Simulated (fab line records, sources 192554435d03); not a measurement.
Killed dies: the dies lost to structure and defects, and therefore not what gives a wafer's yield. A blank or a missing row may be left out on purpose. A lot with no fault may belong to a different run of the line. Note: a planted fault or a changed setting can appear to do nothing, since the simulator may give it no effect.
Matching of chambers ; flow n5 finfet ; rie diel-01 running N5_BEOL_M1_STRIP_19: 4 sister chambers
The step strips in O2. 8 wafers are shown with their chamber, then 10 later ones without.

== WAFERS, EACH WITH ITS CHAMBER ==
wafer;chamber;throttle valve pct (%);showerhead plenum p Torr (Torr)
L086.4;0;16.26;2.06
L087.2;3;16.71;2.03
L088.4;3;16.72;2.03
L090.2;1;16.45;1.98
L090.4;0;16.26;2.05
L090.5;2;16.84;2.11
L091.1;1;16.45;1.98
L091.4;2;16.84;2.11

== WAFERS WITHOUT THEIR CHAMBER ==
wafer;throttle valve pct (%);showerhead plenum p Torr (Torr)
L091.6;16.47;1.98
L094.1;16.29;2.05
L094.2;16.73;2.02
L094.5;16.46;1.98
L095.2;16.87;2.10
L095.3;16.46;1.98
L095.4;16.73;2.02
L097.2;16.73;2.02
L097.3;16.48;1.97
L097.4;16.31;2.05

== THE CHAMBER EACH PASSED THROUGH ==
wafer;from the rows above;in truth
L091.6;1;1
L094.1;0;0
L094.2;3;3
L094.5;1;1
L095.2;2;2
L095.3;1;1
L095.4;3;3
L097.2;3;3
L097.3;1;1
L097.4;0;0
10 of 10 placed correctly. Left unplaced by these rows: 0. 0 placed wrongly.
How it was worked out, from the rows above alone: a wafer's distance from a chamber is the root of the sum, over the readings, of the square of ((its reading less the chamber's mean) divided by the reading's scatter). If the next closest chamber is less than 2 further off than the closest, the wafer can't be placed; otherwise it belongs to the closest. Each chamber's mean is taken over the wafers shown for it. How the scatter is found: for the shown wafers, subtract from each reading the mean of its chamber, square and add these, divide the total by (wafers less chambers), then take the root.
